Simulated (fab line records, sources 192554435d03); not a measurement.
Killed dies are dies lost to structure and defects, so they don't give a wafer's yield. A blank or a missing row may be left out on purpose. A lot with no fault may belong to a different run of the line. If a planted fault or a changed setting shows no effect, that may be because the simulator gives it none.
fab line records / flow n5_finfet
record lots=7 wafers=39
route steps=1938 shown WELL_APT@47 FIN_SAQP@143
start_h: the number of hours between the record's first day and the start of the first shown wafer of the lot / wait_h: how many hours have passed since the lot's step before this one / " the same as in the row above / L1.1+2: several wafers, shown together as one row / - value missing, or start not given / * or withheld: withheld / < > ~ a bound
route shown NAME@n: NAME is a module with steps in the file, n the number in the route of the first one / usual: mean/standard deviation taken from wafers without a fault / same: alike in all rows / chamber/n: place in a boat / sites: each site's reading / _std_site: the standard deviation of these / _edge_site: mean of outer sites minus mean of inner sites / radius_mm: how far each site lies from the wafer's centre / mask NAME#n: copy n / behind: tool/chamber where the wafer was last shaped / hold: reason for holding the lot/hours on hold/outcome of the hold / device: the n, p or np transistor that did not switch / end of line: tests of these same wafers at the route's end / where a step has no rows: the recipe by itself / killed: at the first sort, the dies lost to defects and structure; wafer yield is something else / map: a wafer's dies, marking killed ones x, the rest . and places with no die _
set.NAME: setting as actually run; set.NAME@STEP: the setting as run at that earlier step / model.NAME: the simulator's own value behind a step, which no gauge read
one table per step and one row per wafer, for lots whose settings were changed on purpose
## steps
# step N5_WELL_APT_IMPLANT_31
# recipe species=B energy_kev=60 dose_cm2=1.5e+13 tilt_deg=0 rotation_deg=0
lot.wafer=L075.1+2+3+4+5+6 tool=implanter-02 chamber=0 start_h=21.45 wait_h=0.1 set.energy_kev=60 model.implant.rp_nm=185.3 model.implant.drp_nm=64.53
lot.wafer=L078.1+2+3+4+5+6 tool=implanter-02 chamber=0 start_h=39.58 wait_h=0.1 set.energy_kev=60 model.implant.rp_nm=191.1 model.implant.drp_nm=64.53
lot.wafer=L079.1+2+3 tool=implanter-02 chamber=0 start_h=45.00 wait_h=0.1 set.energy_kev=60 model.implant.rp_nm=185.2 model.implant.drp_nm=64.53
lot.wafer=L079.4+5+6 tool=implanter-02 chamber=0 start_h=45.00 wait_h=0.1 set.energy_kev=55.98 model.implant.rp_nm=173.8 model.implant.drp_nm=62.18
lot.wafer=L088.4+5+6 tool=implanter-02 chamber=0 start_h=99.93 wait_h=0.2 set.energy_kev=60 model.implant.rp_nm=188.8 model.implant.drp_nm=64.53
lot.wafer=L093.1+3+5 tool=implanter-01 chamber=0 start_h=130.04 wait_h=0.1 set.energy_kev=60 model.implant.rp_nm=191.2 model.implant.drp_nm=64.53
lot.wafer=L093.2+4+6 tool=implanter-01 chamber=0 start_h=130.04 wait_h=0.1 set.energy_kev=62.18 model.implant.rp_nm=199.5 model.implant.drp_nm=65.74
lot.wafer=L095.1+4+6 tool=implanter-02 chamber=0 start_h=141.32 wait_h=0.1 set.energy_kev=53.81 model.implant.rp_nm=171.8 model.implant.drp_nm=60.85
lot.wafer=L095.2+3+5 tool=implanter-02 chamber=0 start_h=141.32 wait_h=0.1 set.energy_kev=60 model.implant.rp_nm=189.9 model.implant.drp_nm=64.53
lot.wafer=L097.1+3+6 tool=implanter-01 chamber=0 start_h=153.30 wait_h=0.1 set.energy_kev=53.92 model.implant.rp_nm=172 model.implant.drp_nm=60.92
lot.wafer=L097.2+4+5 tool=implanter-01 chamber=0 start_h=153.30 wait_h=0.1 set.energy_kev=60 model.implant.rp_nm=189.7 model.implant.drp_nm=64.53
# step N5_FIN_SAQP_ETCH_34
# recipe chemistry=C4F6/O2 target=SiO2 target_depth_a=450 time_s=15 ion_energy_ev=250 pressure_mtorr=30 source_w=345 bias_w=185 Ar_flow_sccm=300 C4F6_flow_sccm=10 O2_flow_sccm=10 ends=cleared
# usual rf_vpp_V=660/10
lot.wafer=L075.1 tool=rie_diel-01 chamber=0 start_h=32.83 wait_h=0.0 set.source_w=387.9 rf_vpp_V=616
lot.wafer=L075.2 tool=rie_diel-01 chamber=3 start_h=32.83 wait_h=0.0 set.source_w=387.9 rf_vpp_V=620
lot.wafer=L075.3 tool=rie_diel-01 chamber=1 start_h=32.83 wait_h=0.0 set.source_w=345 rf_vpp_V=670
lot.wafer=L075.4 tool=rie_diel-01 chamber=2 start_h=32.83 wait_h=0.0 set.source_w=345 rf_vpp_V=669
lot.wafer=L075.5 tool=rie_diel-01 chamber=2 start_h=32.83 wait_h=0.0 set.source_w=387.9 rf_vpp_V=630
lot.wafer=L075.6 tool=rie_diel-01 chamber=1 start_h=32.83 wait_h=0.0 set.source_w=345 rf_vpp_V=670
lot.wafer=L078.1 tool=rie_diel-01 chamber=2 start_h=50.71 wait_h=0.0 set.source_w=282.9 rf_vpp_V=741
lot.wafer=L078.2 tool=rie_diel-01 chamber=3 start_h=50.71 wait_h=0.0 set.source_w=345 rf_vpp_V=658
lot.wafer=L078.3 tool=rie_diel-01 chamber=0 start_h=50.71 wait_h=0.0 set.source_w=282.9 rf_vpp_V=722
lot.wafer=L078.4 tool=rie_diel-01 chamber=0 start_h=50.71 wait_h=0.0 set.source_w=345 rf_vpp_V=653
lot.wafer=L078.5 tool=rie_diel-01 chamber=2 start_h=50.71 wait_h=0.0 set.source_w=345 rf_vpp_V=669
lot.wafer=L078.6 tool=rie_diel-01 chamber=3 start_h=50.71 wait_h=0.0 set.source_w=282.9 rf_vpp_V=727
lot.wafer=L079.1 tool=rie_diel-01 chamber=2 start_h=55.71 wait_h=0.0 set.source_w=345 rf_vpp_V=670
lot.wafer=L079.2 tool=rie_diel-01 chamber=1 start_h=55.71 wait_h=0.0 set.source_w=345 rf_vpp_V=670
lot.wafer=L079.3 tool=rie_diel-01 chamber=3 start_h=55.71 wait_h=0.0 set.source_w=345 rf_vpp_V=656
lot.wafer=L079.4 tool=rie_diel-01 chamber=0 start_h=55.71 wait_h=0.0 set.source_w=345 rf_vpp_V=651
lot.wafer=L079.5 tool=rie_diel-01 chamber=0 start_h=55.71 wait_h=0.0 set.source_w=345 rf_vpp_V=653
lot.wafer=L079.6 tool=rie_diel-01 chamber=3 start_h=55.71 wait_h=0.0 set.source_w=345 rf_vpp_V=657
lot.wafer=L088.4 tool=rie_diel-06 chamber=1 start_h=111.20 wait_h=0.0 set.source_w=345 rf_vpp_V=661
lot.wafer=L088.5 tool=rie_diel-06 chamber=1 start_h=111.20 wait_h=0.0 set.source_w=345 rf_vpp_V=662
lot.wafer=L088.6 tool=rie_diel-06 chamber=2 start_h=111.20 wait_h=0.0 set.source_w=345 rf_vpp_V=675
lot.wafer=L093.1 tool=rie_diel-01 chamber=1 start_h=142.36 wait_h=0.0 set.source_w=345 rf_vpp_V=669
lot.wafer=L093.2 tool=rie_diel-01 chamber=0 start_h=142.36 wait_h=0.0 set.source_w=345 rf_vpp_V=654
lot.wafer=L093.3 tool=rie_diel-01 chamber=3 start_h=142.36 wait_h=0.0 set.source_w=345 rf_vpp_V=655
lot.wafer=L093.4 tool=rie_diel-01 chamber=2 start_h=142.36 wait_h=0.0 set.source_w=345 rf_vpp_V=670
lot.wafer=L093.5 tool=rie_diel-01 chamber=1 start_h=142.36 wait_h=0.0 set.source_w=345 rf_vpp_V=668
lot.wafer=L093.6 tool=rie_diel-01 chamber=0 start_h=142.36 wait_h=0.0 set.source_w=345 rf_vpp_V=652
lot.wafer=L095.1 tool=rie_diel-05 chamber=3 start_h=152.59 wait_h=0.0 set.source_w=345 rf_vpp_V=645
lot.wafer=L095.2 tool=rie_diel-05 chamber=0 start_h=152.59 wait_h=0.0 set.source_w=304.5 rf_vpp_V=722
lot.wafer=L095.3 tool=rie_diel-05 chamber=1 start_h=152.59 wait_h=0.0 set.source_w=345 rf_vpp_V=662
lot.wafer=L095.4 tool=rie_diel-05 chamber=2 start_h=152.59 wait_h=0.0 set.source_w=304.5 rf_vpp_V=710
lot.wafer=L095.5 tool=rie_diel-05 chamber=2 start_h=152.59 wait_h=0.0 set.source_w=345 rf_vpp_V=667
lot.wafer=L095.6 tool=rie_diel-05 chamber=1 start_h=152.59 wait_h=0.0 set.source_w=304.5 rf_vpp_V=706
lot.wafer=L097.1 tool=rie_diel-06 chamber=0 start_h=164.25 wait_h=0.0 set.source_w=386.9 rf_vpp_V=607
lot.wafer=L097.2 tool=rie_diel-06 chamber=1 start_h=164.25 wait_h=0.0 set.source_w=386.9 rf_vpp_V=622
lot.wafer=L097.3 tool=rie_diel-06 chamber=2 start_h=164.25 wait_h=0.0 set.source_w=345 rf_vpp_V=674
lot.wafer=L097.4 tool=rie_diel-06 chamber=3 start_h=164.25 wait_h=0.0 set.source_w=345 rf_vpp_V=649
lot.wafer=L097.5 tool=rie_diel-06 chamber=1 start_h=164.25 wait_h=0.0 set.source_w=386.9 rf_vpp_V=624
lot.wafer=L097.6 tool=rie_diel-06 chamber=2 start_h=164.25 wait_h=0.0 set.source_w=345 rf_vpp_V=674
## key
split step=N5_WELL_APT_IMPLANT_31 setting=energy_kev stated=60 by=wafer
response step=N5_WELL_APT_IMPLANT_31 reading=model.implant.rp_nm change=+1.77 per=1% r=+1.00
response step=N5_WELL_APT_IMPLANT_31 reading=model.implant.drp_nm change=+0.354 per=1% r=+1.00
split step=N5_FIN_SAQP_ETCH_34 setting=source_w stated=345 by=wafer
response step=N5_FIN_SAQP_ETCH_34 reading=rf_vpp_V change=-4.03 per=1% r=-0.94
